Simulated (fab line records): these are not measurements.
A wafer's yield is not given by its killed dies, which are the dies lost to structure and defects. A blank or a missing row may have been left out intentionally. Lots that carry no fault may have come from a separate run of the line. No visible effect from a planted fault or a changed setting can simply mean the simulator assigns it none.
Chamber matching / flow n5-finfet / N5_STI_FIN_REVEAL_ETCH_34 on rie-si-01 has 4 sister chambers
The step etches Si in H2, material Si, target depth 0.97 nm. 4 wafers are shown with their chamber, then 9 later ones without.

== EACH WAFER AND ITS CHAMBER ==
wafer=L086.5; chamber=2; throttle-valve-pct (%)=25.50
wafer=L087.2; chamber=0; throttle-valve-pct (%)=26.31
wafer=L087.4; chamber=3; throttle-valve-pct (%)=26.15
wafer=L087.6; chamber=1; throttle-valve-pct (%)=25.76

== WAFERS WITH NO CHAMBER GIVEN ==
wafer=L092.1; throttle-valve-pct (%)=26.17
wafer=L092.2; throttle-valve-pct (%)=25.77
wafer=L092.5; throttle-valve-pct (%)=26.17
wafer=L093.1; throttle-valve-pct (%)=25.50
wafer=L093.4; throttle-valve-pct (%)=26.16
wafer=L093.5; throttle-valve-pct (%)=26.33
wafer=L095.4; throttle-valve-pct (%)=26.33
wafer=L095.5; throttle-valve-pct (%)=26.15
wafer=L095.6; throttle-valve-pct (%)=25.77

== WHICH CHAMBER EACH WENT THROUGH ==
wafer=L092.1; from the rows above=3; in truth=3
wafer=L092.2; from the rows above=1; in truth=1
wafer=L092.5; from the rows above=3; in truth=3
wafer=L093.1; from the rows above=2; in truth=2
wafer=L093.4; from the rows above=3; in truth=3
wafer=L093.5; from the rows above=0; in truth=0
wafer=L095.4; from the rows above=0; in truth=0
wafer=L095.5; from the rows above=3; in truth=3
wafer=L095.6; from the rows above=1; in truth=1
Placed correctly: 9 of 9. Can't be placed from these rows: 0. Number placed wrongly: 0.
How it was worked out, from the rows above alone: a wafer's distance from a chamber is the root of the sum, over the readings, of the square of ((its reading less the chamber's mean) divided by the reading's scatter). The wafer belongs to the nearest chamber; if the next one is less than 2 further off, it can't be placed. The mean given for a chamber averages the wafers shown for that chamber. The scatter: root of mean squared gap, hidden wafer to nearest shown wafer, with one shown wafer a chamber.
